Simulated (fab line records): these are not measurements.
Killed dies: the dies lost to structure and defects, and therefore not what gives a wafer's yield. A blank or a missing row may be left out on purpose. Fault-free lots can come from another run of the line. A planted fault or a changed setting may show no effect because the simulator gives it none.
fab line records | flow n5-finfet
record lots=6 | wafers=18 | last-day=21
route steps=1938 shown BEOL_M4@1028 PASSIVATION@1936
lots untouched by any fault: they come from a run of this same line in which no faults occurred
start-h: hours from the record's first day to the start of the lot's first wafer shown | wait-h: hours since the lot's step before | " as in the row above | L1.1+2: a row that stands for several wafers | - no value, or no start given | * or withheld: withheld | < > ~ a bound
route shown NAME@n: names a module that has steps shown in the file, with the first one's number in the route | usual: the fault-free wafers' mean and standard deviation | same: alike in all rows | chamber/n: place in a boat | sites: the reading at each site | _std_site: the values' standard deviation | _edge_site: mean of outer sites minus mean of inner sites | radius-mm: for every site, how far away it sits from the centre of the wafer | mask NAME#n: copy n | behind: the tool/chamber that last shaped the wafer | hold: why the lot went on hold/how many hours it stayed there/how the hold came to an end | device: transistor that didn't switch, given as n, p or np | end of line: the same wafers' tests at the end of the route | a step given without rows: its recipe and nothing more | killed: the dies lost at the first sort to structure and to defects; this is not the yield of the wafer | map: per-die view of a wafer (x killed, . not killed, _ where there is no die)
set.NAME: the run value of the setting; set.NAME@STEP: its run value at that earlier step | model.NAME: the simulator's own value behind a step, which no gauge read
certain route steps with their lots: each step a table, each wafer a row
services: a tool's chamber out of use, with start hour (start-h, from the record's first day; less than 0 if before it), hours out, and reason
## steps
# step N5_BEOL_M4_COAT_05
# recipe resist=CAR-EUV | spin-rpm=1500 | resist-thk-nm=30
# step N5_BEOL_M4_EBR_07
# recipe solvent=PGMEA | ebr-width-mm=1.5
# step N5_BEOL_M4_SOFTBAKE_06
# recipe temp-c=110 | time-s=60 | resist=CAR-EUV
# step N5_BEOL_M4_EXPOSE_08
# recipe mask-id=M4 | na=0.33 | source-shape=dipole | sigma-inner=0.369 | sigma-outer=0.767 | polarization=unpolarized | dose-mj=41.25
# step N5_BEOL_M4_PEB_09
# recipe peb-temp-c=100 | peb-time-s=60 | resist=CAR-EUV
# step N5_BEOL_M4_DEVELOP_10
# recipe develop-time-s=30 | developer=TMAH | resist=CAR-EUV | rinse-liquid=surfactant-rinse | dry=air-spin | dev-temp-c=23
# step N5_BEOL_M4_CD_MEAS_11
# recipe target-cd-nm=16.79 | landing-energy-ev=500 | detector=se-inlens | polarity=opening
# usual cd-nm=16.77/0.22
lot.wafer | tool      | chamber | start-h | wait-h | cd-nm
L946.2    | cd-sem-01 | 0       | 181.82  | -      | 16.87
L946.4    | "         | 0       | "       | "      | 16.43
L946.6    | "         | 0       | "       | "      | 16.47
L949.2    | cd-sem-02 | 0       | 192.86  | -      | 17.08
L949.3    | "         | 0       | "       | "      | 16.75
L949.5    | "         | 0       | "       | "      | 16.67
L955.1    | cd-sem-01 | 0       | 267.14  | -      | 16.71
L955.5    | "         | 0       | "       | "      | 16.89
L955.6    | "         | 0       | "       | "      | 16.65
L956.1    | cd-sem-01 | 0       | 292.66  | -      | 16.44
L956.2    | "         | 0       | "       | "      | 16.57
L956.3    | "         | 0       | "       | "      | 16.43
L963.4    | cd-sem-03 | 0       | 331.73  | -      | 16.82
L963.5    | "         | 0       | "       | "      | 16.62
L963.6    | "         | 0       | "       | "      | 16.84
L966.2    | cd-sem-01 | 0       | 335.70  | -      | 17.01
L966.3    | "         | 0       | "       | "      | 16.64
L966.4    | "         | 0       | "       | "      | 16.84
# step N5_BEOL_M4_OVL_MEAS_12
# recipe points-per-wafer=522
# usual M4_OVL=-0.7/0.58
lot.wafer | tool       | chamber | start-h | wait-h | M4_OVL[nm]
L946.2    | overlay-02 | 0       | 181.85  | 0.0    | -1.4
L946.4    | "          | 0       | "       | "      | -1.1
L946.6    | "          | 0       | "       | "      | -0.6
L949.2    | overlay-01 | 0       | 192.89  | 0.0    | -0.6
L949.3    | "          | 0       | "       | "      | -0.5
L949.5    | "          | 0       | "       | "      | -0.3
L955.1    | overlay-01 | 0       | 267.17  | 0.0    | -0.6
L955.5    | "          | 0       | "       | "      | -0.9
L955.6    | "          | 0       | "       | "      | -0.8
L956.1    | overlay-01 | 0       | 292.69  | 0.0    | -0.4
L956.2    | "          | 0       | "       | "      | 0.0
L956.3    | "          | 0       | "       | "      | -0.5
L963.4    | overlay-01 | 0       | 331.77  | 0.0    | -1.3
L963.5    | "          | 0       | "       | "      | -0.4
L963.6    | "          | 0       | "       | "      | -1.1
L966.2    | overlay-01 | 0       | 335.74  | 0.0    | -1.4
L966.3    | "          | 0       | "       | "      | -0.4
L966.4    | "          | 0       | "       | "      | -1.7
# step N5_BEOL_M4_INSPECT_13
# recipe mode=adi | inspect-instrument=brightfield
# usual raw-defect-count=384/82
lot.wafer | tool              | chamber | start-h | wait-h | raw-defect-count
L946.2    | defect-inspect-02 | -       | 181.91  | 0.0    | 367
L946.4    | "                 | -       | "       | "      | 367
L946.6    | "                 | -       | "       | "      | 221
L949.2    | defect-inspect-01 | -       | 192.95  | 0.0    | 568
L949.3    | "                 | -       | "       | "      | 434
L949.5    | "                 | -       | "       | "      | 450
L955.1    | defect-inspect-02 | -       | 267.23  | 0.1    | 446
L955.5    | "                 | -       | "       | "      | 332
L955.6    | "                 | -       | "       | "      | 486
L956.1    | defect-inspect-01 | -       | 292.76  | 0.1    | 337
L956.2    | "                 | -       | "       | "      | 515
L956.3    | "                 | -       | "       | "      | 577
L963.4    | defect-inspect-02 | -       | 331.81  | 0.0    | 448
L963.5    | "                 | -       | "       | "      | 493
L963.6    | "                 | -       | "       | "      | 348
L966.2    | defect-inspect-02 | -       | 335.79  | 0.0    | 343
L966.3    | "                 | -       | "       | "      | 381
L966.4    | "                 | -       | "       | "      | 335
# step N5_BEOL_M4_DESCUM_16
# recipe chemistry=O2 | time-s=7 | source-power-w=50 | bias-power-w=20 | pressure-mtorr=20 | rf-frequency-hz=2.712e+07 | temp-c=40 | resist=CAR-EUV | o2-flow-sccm=225
# usual drypump-motor-current-A=5.7/0.38 | oes-product-au=0.79/0.094 | rf-fwd-power-W=49.40/0.22 | rf-vpp-V=243.2/1.6 | showerhead-plenum-p-Torr=2.11/0.082 | throttle-valve-pct=20.48/0.16
lot.wafer | tool        | chamber | start-h | wait-h | drypump-motor-current-A | oes-product-au | rf-fwd-power-W | rf-hours-counter-h | rf-vpp-V | showerhead-plenum-p-Torr | throttle-valve-pct
L946.2    | rie-diel-02 | 3       | 181.95  | 0.0    | 5.6                     | 0.77           | 49.36          | 146                | 241.5    | 2.01                     | 20.62
L946.4    | "           | 2       | "       | "      | 5.6                     | 0.80           | 49.29          | 98                 | 244.9    | 2.19                     | 20.50
L946.6    | "           | 1       | "       | "      | 5.8                     | 0.74           | 49.19          | -                  | 245.0    | 2.18                     | 20.44
L949.2    | rie-diel-05 | 1       | 193.27  | 0.3    | 5.4                     | 0.96           | 49.66          | 5                  | 246.0    | 2.24                     | 20.17
L949.3    | "           | 3       | "       | "      | 6.5                     | 0.69           | 49.56          | 196                | 244.5    | 2.17                     | 20.59
L949.5    | "           | 2       | "       | "      | 5.8                     | 0.68           | 49.25          | -                  | 242.5    | 2.15                     | 20.78
L955.1    | rie-diel-02 | 2       | 267.26  | 0.0    | 5.6                     | 0.78           | 49.47          | 126                | 244.8    | 2.18                     | 20.54
L955.5    | "           | 3       | "       | "      | 5.6                     | 0.75           | 49.40          | -                  | 242.6    | 2.00                     | 20.67
L955.6    | "           | 2       | "       | "      | 5.7                     | 0.78           | 49.15          | -                  | 244.4    | 2.18                     | 20.54
L956.1    | rie-diel-02 | 2       | 292.79  | 0.0    | 5.6                     | 0.77           | 49.38          | 134                | 243.7    | 2.18                     | 20.53
L956.2    | "           | 1       | "       | "      | 5.8                     | 0.70           | 49.40          | 204                | 243.5    | 2.16                     | 20.48
L956.3    | "           | 0       | "       | "      | 5.6                     | 0.68           | 49.77          | 229                | 241.6    | 1.98                     | 20.44
L963.4    | rie-diel-04 | 3       | 331.84  | 0.0    | 5.1                     | 0.92           | 49.32          | 32                 | 243.8    | 2.14                     | 20.35
L963.5    | "           | 3       | "       | "      | 5.1                     | 0.91           | 49.30          | -                  | 244.5    | 2.14                     | 20.33
L963.6    | "           | 2       | "       | "      | 5.1                     | 0.96           | 49.77          | -                  | 241.8    | 2.05                     | 20.13
L966.2    | rie-diel-04 | 3       | 335.82  | 0.0    | 5.2                     | 0.91           | 49.82          | 33                 | 243.2    | 2.14                     | 20.34
L966.3    | "           | 0       | "       | "      | 6.1                     | 0.87           | 49.48          | 54                 | 245.7    | 2.21                     | 20.31
L966.4    | "           | 2       | "       | "      | 5.2                     | 0.95           | 49.50          | 7                  | 241.4    | 2.05                     | 20.12
# step N5_BEOL_M4_ETCH_74
# recipe chemistry=N2/H2 | target=underlayer | target-depth-a=65 | mask-material=CAR-EUV | time-s=5.2 | ion-energy-ev=200 | pressure-mtorr=30 | source-w=840 | bias-w=150 | n2-flow-sccm=200 | h2-flow-sccm=200 | ends=cleared
# usual bias-w=150.1/0.49 | drypump-motor-current-A=5.7/0.38 | etch-rf-on-time-s=5.22/0.092 | oes-product-au=0.67/0.08 | rf-fwd-power-W=819.5/2.6 | rf-vpp-V=524/3.1 | showerhead-plenum-p-Torr=2.56/0.1 | throttle-valve-pct=17.92/0.16
lot.wafer | tool        | chamber | start-h | wait-h | bias-w | drypump-motor-current-A | etch-rf-on-time-s | oes-product-au | rf-fwd-power-W | rf-hours-counter-h | rf-vpp-V | showerhead-plenum-p-Torr | throttle-valve-pct
L946.2    | rie-diel-02 | 3       | 181.99  | 0.0    | 150.6  | 5.6                     | 5.41              | 0.64           | 818.0          | 146                | 521      | 2.44                     | 18.05
L946.4    | "           | 2       | "       | "      | 150.2  | 5.7                     | 5.23              | 0.68           | 819.1          | 98                 | 526      | 2.68                     | 18.03
L946.6    | "           | 1       | "       | "      | 150.3  | 5.8                     | 5.25              | 0.63           | 821.5          | -                  | 527      | 2.64                     | 17.86
L949.2    | rie-diel-05 | 1       | 193.30  | 0.0    | 149.4  | 5.4                     | 5.18              | 0.81           | 821.1          | 5                  | 531      | 2.73                     | 17.72
L949.3    | "           | 3       | "       | "      | 150.4  | 6.6                     | 5.29              | 0.60           | 819.1          | 196                | 526      | 2.62                     | 17.93
L949.5    | "           | 2       | "       | "      | 150.4  | 5.8                     | 5.20              | 0.60           | 821.2          | -                  | 528      | 2.61                     | 18.20
L955.1    | rie-diel-02 | 2       | 267.30  | 0.0    | 150.2  | 5.7                     | 5.14              | 0.65           | 821.9          | 126                | 525      | 2.67                     | 18.07
L955.5    | "           | 3       | "       | "      | 150.1  | 5.7                     | 5.38              | 0.63           | 817.0          | -                  | 520      | 2.43                     | 18.09
L955.6    | "           | 2       | "       | "      | 150.8  | 5.7                     | 5.16              | 0.66           | 821.3          | -                  | 527      | 2.67                     | 18.10
L956.1    | rie-diel-02 | 2       | 292.83  | 0.0    | 150.3  | 5.7                     | 5.22              | 0.65           | 820.5          | 135                | 526      | 2.66                     | 18.11
L956.2    | "           | 1       | "       | "      | 149.7  | 5.8                     | 5.24              | 0.62           | 822.0          | 204                | 525      | 2.63                     | 17.91
L956.3    | "           | 0       | "       | "      | 150.0  | 5.6                     | 5.24              | 0.58           | 823.0          | 229                | 521      | 2.41                     | 17.85
L963.4    | rie-diel-04 | 3       | 331.88  | 0.0    | 150.2  | 5.1                     | 5.08              | 0.78           | 818.4          | 32                 | 527      | 2.59                     | 17.81
L963.5    | "           | 3       | "       | "      | 149.8  | 5.1                     | 5.10              | 0.78           | 824.6          | -                  | 527      | 2.59                     | 17.79
L963.6    | "           | 2       | "       | "      | 150.4  | 5.2                     | 5.12              | 0.81           | 822.3          | -                  | 523      | 2.49                     | 17.45
L966.2    | rie-diel-04 | 3       | 335.86  | 0.0    | 149.8  | 5.1                     | 5.10              | 0.78           | 817.8          | 33                 | 525      | 2.59                     | 17.81
L966.3    | "           | 0       | "       | "      | 150.6  | 6.1                     | 5.03              | 0.74           | 821.8          | 54                 | 529      | 2.70                     | 17.78
L966.4    | "           | 2       | "       | "      | 150.1  | 5.1                     | 5.06              | 0.83           | 815.3          | 7                  | 520      | 2.49                     | 17.47
# step N5_BEOL_M4_ETCH_63
# recipe chemistry=CF4 | target=SiARC | target-depth-a=156 | mask-material=CAR-EUV | time-s=26 | ion-energy-ev=80 | pressure-mtorr=40 | source-w=545 | bias-w=36 | Ar_flow_sccm=100 | cf4-flow-sccm=100 | ends=cleared
# usual bias-w=35.99/0.099 | drypump-motor-current-A=5.7/0.38 | etch-rf-on-time-s=26.1/0.42 | oes-product-au=0.67/0.079 | rf-fwd-power-W=532.2/2.8 | rf-vpp-V=184.3/1.2 | showerhead-plenum-p-Torr=2.15/0.078 | throttle-valve-pct=15.66/0.16
lot.wafer | tool        | chamber | start-h | wait-h | bias-w | drypump-motor-current-A | etch-rf-on-time-s | oes-product-au | rf-fwd-power-W | rf-hours-counter-h | rf-vpp-V | showerhead-plenum-p-Torr | throttle-valve-pct
L946.2    | rie-diel-02 | 3       | 182.00  | 0.0    | 35.86  | 5.6                     | 27.1              | 0.65           | 530.0          | 146                | 182.9    | 2.06                     | 15.77
L946.4    | "           | 2       | "       | "      | 36.06  | 5.7                     | 25.9              | 0.70           | 531.9          | 98                 | 186.2    | 2.24                     | 15.65
L946.6    | "           | 1       | "       | "      | 36.04  | 5.7                     | 26.3              | 0.64           | 530.8          | -                  | 184.8    | 2.22                     | 15.63
L949.2    | rie-diel-05 | 1       | 193.32  | 0.0    | 35.99  | 5.4                     | 25.9              | 0.82           | 536.4          | 5                  | 186.3    | 2.28                     | 15.29
L949.3    | "           | 3       | "       | "      | 35.98  | 6.6                     | 26.2              | 0.60           | 532.8          | 196                | 184.9    | 2.21                     | 15.75
L949.5    | "           | 2       | "       | "      | 35.82  | 5.7                     | 26.1              | 0.60           | 530.1          | -                  | 184.4    | 2.20                     | 16.01
L955.1    | rie-diel-02 | 2       | 267.32  | 0.0    | 36.11  | 5.6                     | 25.9              | 0.66           | 533.6          | 126                | 185.0    | 2.23                     | 15.71
L955.5    | "           | 3       | "       | "      | 36.13  | 5.6                     | 26.9              | 0.63           | 529.5          | -                  | 183.1    | 2.05                     | 15.83
L955.6    | "           | 2       | "       | "      | 36.05  | 5.7                     | 25.6              | 0.67           | 533.4          | -                  | 186.1    | 2.23                     | 15.71
L956.1    | rie-diel-02 | 2       | 292.84  | 0.0    | 36.08  | 5.7                     | 26.1              | 0.65           | 529.5          | 135                | 185.1    | 2.23                     | 15.72
L956.2    | "           | 1       | "       | "      | 35.95  | 5.8                     | 26.1              | 0.61           | 529.4          | 204                | 186.1    | 2.21                     | 15.69
L956.3    | "           | 0       | "       | "      | 35.87  | 5.6                     | 26.3              | 0.59           | 537.7          | 229                | 181.7    | 2.04                     | 15.68
L963.4    | rie-diel-04 | 3       | 331.90  | 0.0    | 35.95  | 5.1                     | 25.8              | 0.78           | 534.1          | 32                 | 184.9    | 2.18                     | 15.42
L963.5    | "           | 3       | "       | "      | 35.85  | 5.1                     | 26.0              | 0.78           | 534.9          | -                  | 184.6    | 2.18                     | 15.41
L963.6    | "           | 2       | "       | "      | 35.97  | 5.2                     | 25.6              | 0.82           | 532.5          | -                  | 184.3    | 2.11                     | 15.32
L966.2    | rie-diel-04 | 3       | 335.87  | 0.0    | 35.96  | 5.1                     | 25.6              | 0.78           | 534.2          | 33                 | 184.7    | 2.18                     | 15.42
L966.3    | "           | 0       | "       | "      | 35.86  | 6.0                     | 25.3              | 0.75           | 530.1          | 54                 | 186.3    | 2.26                     | 15.50
L966.4    | "           | 2       | "       | "      | 35.94  | 5.2                     | 25.8              | 0.80           | 528.0          | 7                  | 182.8    | 2.11                     | 15.34
# step N5_BEOL_M4_ETCH_64
# recipe chemistry=N2/H2 | target=SOC | target-depth-a=750 | overetch-a=225 | mask-material=SiARC | temp-c=40 | time-s=121.9 | ion-energy-ev=200 | pressure-mtorr=30 | source-w=840 | bias-w=150 | n2-flow-sccm=200 | h2-flow-sccm=200
# usual bias-w=150.0/0.43 | drypump-motor-current-A=5.7/0.38 | oes-product-au=0.60/0.068 | rf-fwd-power-W=836.9/2.6 | rf-vpp-V=524.2/2.9 | showerhead-plenum-p-Torr=2.56/0.1 | throttle-valve-pct=17.88/0.16
lot.wafer | tool        | chamber | start-h | wait-h | bias-w | drypump-motor-current-A | oes-product-au | rf-fwd-power-W | rf-hours-counter-h | rf-vpp-V | showerhead-plenum-p-Torr | throttle-valve-pct | model.SiARC_of_BEOL_M4_COAT_62.thk-nm
L946.2    | rie-diel-02 | 3       | 182.03  | 0.0    | 150.0  | 5.6                     | 0.59           | 839.8          | 146                | 521.3    | 2.44                     | 17.99              | 6.6
L946.4    | "           | 2       | "       | "      | 150.6  | 5.7                     | 0.61           | 832.7          | 98                 | 526.3    | 2.68                     | 17.99              | 6.4
L946.6    | "           | 1       | "       | "      | 149.9  | 5.8                     | 0.57           | 836.4          | -                  | 526.2    | 2.64                     | 17.82              | 6.4
L949.2    | rie-diel-05 | 1       | 193.34  | 0.0    | 149.7  | 5.4                     | 0.72           | 836.5          | 5                  | 527.2    | 2.73                     | 17.69              | 6.4
L949.3    | "           | 3       | "       | "      | 150.1  | 6.6                     | 0.54           | 836.8          | 196                | 527.2    | 2.62                     | 17.91              | 6.4
L949.5    | "           | 2       | "       | "      | 151.1  | 5.7                     | 0.53           | 835.3          | -                  | 525.5    | 2.61                     | 18.15              | 6.4
L955.1    | rie-diel-02 | 2       | 267.34  | 0.0    | 108.9  | 5.7                     | 0.59           | 838.9          | 126                | 431.6    | 2.67                     | 18.04              | 8.4
L955.5    | "           | 3       | "       | "      | 108.9  | 5.6                     | 0.58           | 835.9          | -                  | 422.9    | 2.43                     | 18.05              | 8.6
L955.6    | "           | 2       | "       | "      | 108.2  | 5.7                     | 0.58           | 838.6          | -                  | 428.6    | 2.67                     | 18.06              | 8.4
L956.1    | rie-diel-02 | 2       | 292.87  | 0.0    | 108.1  | 5.7                     | 0.58           | 837.4          | 135                | 430.2    | 2.66                     | 18.06              | 8.4
L956.2    | "           | 1       | "       | "      | 109.2  | 5.8                     | 0.54           | 832.8          | 204                | 427.9    | 2.63                     | 17.87              | 8.6
L956.3    | "           | 0       | "       | "      | 108.6  | 5.6                     | 0.52           | 834.8          | 229                | 424.6    | 2.41                     | 17.79              | 8.4
L963.4    | rie-diel-04 | 3       | 331.92  | 0.0    | 149.7  | 5.1                     | 0.69           | 836.0          | 32                 | 524.2    | 2.59                     | 17.76              | 6.2
L963.5    | "           | 3       | "       | "      | 150.0  | 5.1                     | 0.69           | 838.2          | -                  | 525.9    | 2.59                     | 17.77              | 6.4
L963.6    | "           | 2       | "       | "      | 149.6  | 5.2                     | 0.71           | 836.9          | -                  | 522.5    | 2.49                     | 17.42              | 6.4
L966.2    | rie-diel-04 | 3       | 335.90  | 0.0    | 149.5  | 5.1                     | 0.69           | 837.1          | 33                 | 525.3    | 2.59                     | 17.77              | 6.2
L966.3    | "           | 0       | "       | "      | 150.1  | 6.1                     | 0.65           | 837.6          | 54                 | 528.6    | 2.70                     | 17.73              | 6
L966.4    | "           | 2       | "       | "      | 150.6  | 5.2                     | 0.72           | 835.0          | 7                  | 521.9    | 2.49                     | 17.42              | 6.2
# step N5_BEOL_M4_STRIP_65
# recipe chemistry=N2/H2 | temp-c=40 | n2-flow-sccm=200 | h2-flow-sccm=200 | rf-frequency-hz=6e+07
# step N5_BEOL_M4_RC_MEAS_101
# usual DIBL_N=36.3/1.1 | DIBL_P=36.3/1.4 | IOFF_N=0.155/0.019 | IOFF_P=0.211/0.027 | ION_N=672/8.5 | ION_P=462/5.8 | SS_N=71.5/0.56 | SS_P=73.3/0.52 | VT_N=249.9/2.5 | VT_P=-249.8/2.8
lot.wafer | tool      | chamber | start-h | wait-h | DIBL_N[mV/V] | DIBL_P[mV/V] | IOFF_N[nA/um] | IOFF_P[nA/um] | ION_N[uA/um] | ION_P[uA/um] | SS_N[mV/dec] | SS_P[mV/dec] | VT_N[mV] | VT_P[mV]
L946.2    | prober-01 | 0       | 196.27  | 0.2    | 37.9         | 37.2         | 0.171         | 0.243         | 674          | 465          | 71.8         | 74.0         | 249.2    | -248.8
L946.4    | "         | 0       | "       | "      | 34.5         | 32.6         | 0.110         | 0.165         | 647          | 452          | 70.7         | 73.0         | 254.2    | -257.5
L946.6    | "         | 0       | "       | "      | 36.9         | 36.4         | 0.151         | 0.224         | 669          | 467          | 71.8         | 74.6         | 249.0    | -248.6
L949.2    | prober-01 | 0       | 219.99  | 0.2    | 36.1         | 36.9         | 0.144         | 0.220         | 668          | 467          | 71.6         | 72.2         | 251.3    | -248.3
L949.3    | "         | 0       | "       | "      | 35.6         | 37.1         | 0.138         | 0.219         | 668          | 465          | 71.4         | 73.3         | 252.5    | -249.1
L949.5    | "         | 0       | "       | "      | 37.0         | 39.1         | 0.171         | 0.263         | 678          | 469          | 71.3         | 73.4         | 251.1    | -247.9
L955.1    | prober-02 | 0       | 311.05  | 0.0    | 37.1         | 38.0         | 0.147         | 0.188         | 670          | 454          | 71.0         | 73.7         | 251.5    | -250.6
L955.5    | "         | 0       | "       | "      | 36.5         | 37.2         | 0.148         | 0.181         | 670          | 455          | 71.5         | 72.3         | 249.4    | -254.8
L955.6    | "         | 0       | "       | "      | 36.9         | 37.3         | 0.154         | 0.184         | 675          | 455          | 70.8         | 73.3         | 250.4    | -252.2
L956.1    | prober-02 | 0       | 322.10  | 0.0    | 36.6         | 36.0         | 0.145         | 0.200         | 665          | 456          | 70.6         | 73.8         | 250.4    | -251.5
L956.2    | "         | 0       | "       | "      | 37.0         | 36.2         | 0.150         | 0.203         | 672          | 461          | 71.5         | 73.3         | 250.7    | -250.7
L956.3    | "         | 0       | "       | "      | 38.3         | 37.2         | 0.163         | 0.214         | 676          | 461          | 71.0         | 73.1         | 247.3    | -252.3
L963.4    | prober-01 | 0       | 376.75  | 0.5    | 35.4         | 34.8         | 0.151         | 0.195         | 681          | 464          | 71.3         | 73.0         | 250.4    | -250.3
L963.5    | "         | 0       | "       | "      | 36.7         | 36.3         | 0.170         | 0.219         | 685          | 466          | 71.9         | 73.4         | 247.7    | -248.3
L963.6    | "         | 0       | "       | "      | 36.6         | 36.2         | 0.169         | 0.214         | 684          | 467          | 71.5         | 73.8         | 248.6    | -247.7
L966.2    | prober-02 | 0       | 390.21  | 0.2    | 37.2         | 37.6         | 0.175         | 0.237         | 686          | 467          | 71.5         | 73.8         | 245.8    | -248.3
L966.3    | "         | 0       | "       | "      | 36.9         | 37.1         | 0.168         | 0.230         | 677          | 466          | 71.7         | 73.5         | 245.2    | -246.1
L966.4    | "         | 0       | "       | "      | 36.7         | 37.0         | 0.160         | 0.228         | 682          | 471          | 71.8         | 73.3         | 247.4    | -247.4
# step N5_PASSIVATION_PROBE_49
# usual defect-limited-yield=91.4/1.2 | killed_at_M0_to_M3=34/10 | killed_at_M4_up=14/5.1 | killed-at-contacts=12/6.4 | killed-at-front-end=38/9.3 | killed-at-other=4/3 | killed-dies=102/15 | killed-open=67/12 | killed-short=33/6.9 | sort_bin_5_function=5.0/0.86 | sort_bin_6_memory=3.2/0.58 | sort_bin_8_speed=0.00/0.0099 | sort-n-pass=1078/15 | sort-yield-pct=91.4/1.2
# same gross-dies=1180 | killed-at-back-side=0 | sort_bin_4_leakage[%]=0
lot.wafer | tool      | chamber | start-h | wait-h | defect-limited-yield[%] | killed_at_M0_to_M3 | killed_at_M4_up | killed-at-contacts | killed-at-front-end | killed-at-other | killed-dies | killed-open | killed-short | sort_bin_5_function[%] | sort_bin_6_memory[%] | sort_bin_8_speed[%] | sort-n-pass | sort-yield-pct[%]
L966.2    | prober-01 | -       | 509.00  | 0.1    | 90.6                    | 34                 | 4               | 19                 | 50                  | 4               | 111         | 82          | 28           | 5.8                    | 3.5                  | 0                   | 1069        | 90.6
L966.3    | prober-01 | -       | 509.05  | 0.1    | 92.4                    | 24                 | 8               | 13                 | 39                  | 6               | 90          | 58          | 29           | 5.1                    | 2.1                  | 0                   | 1090        | 92.4
L966.4    | prober-01 | -       | 509.10  | 0.2    | 90.6                    | 27                 | 12              | 15                 | 47                  | 10              | 111         | 70          | 39           | 5.3                    | 3.7                  | 0                   | 1069        | 90.6
# killed by level:class
L966.2 STI_FIN_REVEAL:geometric-particle:open=20 MOL_CONTACT_COAG:geometric-particle:open=15 BEOL_M2:geometric-particle:open=10 BEOL_M0_SAQP:geometric-particle:open=9 DUMMY_GATE:geometric-particle:open=6 FIN_SAQP:geometric-particle:short=5 BEOL_M0_SAQP:geometric-particle:short=5 ILD0:geometric-particle:short=4
L966.3 MOL_CONTACT_COAG:geometric-particle:open=11 STI_FIN_REVEAL:geometric-particle:open=10 BEOL_M1:geometric-particle:open=8 BEOL_M2:geometric-particle:open=6 FIN_SAQP:geometric-particle:short=5 DUMMY_GATE:geometric-particle:open=5 FIN_SAQP:geometric-particle:open=4 STI_FIN_REVEAL:geometric-particle:short=4
L966.4 MOL_CONTACT_COAG:geometric-particle:open=11 BEOL_M2:geometric-particle:open=11 STI_FIN_REVEAL:geometric-particle:open=10 STI_FIN_REVEAL:geometric-particle:short=7 DUMMY_GATE:geometric-particle:open=7 BEOL_M0_SAQP:geometric-particle:short=6 FIN_SAQP:geometric-particle:short=5 GATE_CUT:geometric-particle:short=5
## services
tool        | chamber | start-h | hours | kind
rie-diel-05 | -       | 172.97  | 2.8   | pm
rie-diel-04 | 3       | 212.32  | -     | clean
rie-diel-04 | 3       | 212.32  | -     | consumable-replace:focus-ring
rie-diel-04 | 3       | 212.32  | 13.7  | scheduled-down
rie-diel-04 | 3       | 212.32  | 13.7  | vent-cycle
rie-diel-02 | -       | 238.40  | 0.2   | repair
rie-diel-02 | 0       | 251.28  | 2.0   | repair
rie-diel-05 | 2       | 261.55  | -     | clean
rie-diel-05 | 2       | 261.55  | -     | consumable-replace:focus-ring
rie-diel-05 | 2       | 261.55  | 27.8  | scheduled-down
rie-diel-05 | 2       | 261.55  | 27.8  | vent-cycle
rie-diel-04 | 2       | 292.39  | -     | clean
rie-diel-04 | 2       | 292.39  | -     | consumable-replace:focus-ring
rie-diel-04 | 2       | 292.39  | 17.3  | scheduled-down
rie-diel-04 | 2       | 292.39  | 17.3  | vent-cycle
rie-diel-05 | 1       | 333.99  | 5.9   | repair
rie-diel-02 | 3       | 335.79  | 4.6   | repair
## key
first-sign step=N5_BEOL_M4_ETCH_64 | reading=bias-w | direction=down | sigmas=96 | usual=* | struck=*
effect step=N5_BEOL_M4_ETCH_64 | reading=rf-vpp-V | direction=down | sigmas=33 | usual=524.2 | struck=427.6
model-effect step=N5_BEOL_M4_ETCH_64 | value=SiARC_of_BEOL_M4_COAT_62.thk-nm | without=6.333 | struck=8.467
met-at N5_BEOL_M4_ETCH_64
struck-wafers L955.1,L955.5,L955.6,L956.1,L956.2,L956.3
rows-end L956.1,L956.2,L956.3
onset-between 182.03 267.34
fault kind=process-parameter-drift | tool=rie-diel-02 | chamber=- | onset-h=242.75 | steps=N5_BEOL_M4_ETCH_64 | channel=bias-w | offset=* | shape=step | acts-in=* | stated=*
# rows-end: these wafers met a further fault down the route, and their rows from its step on are left out
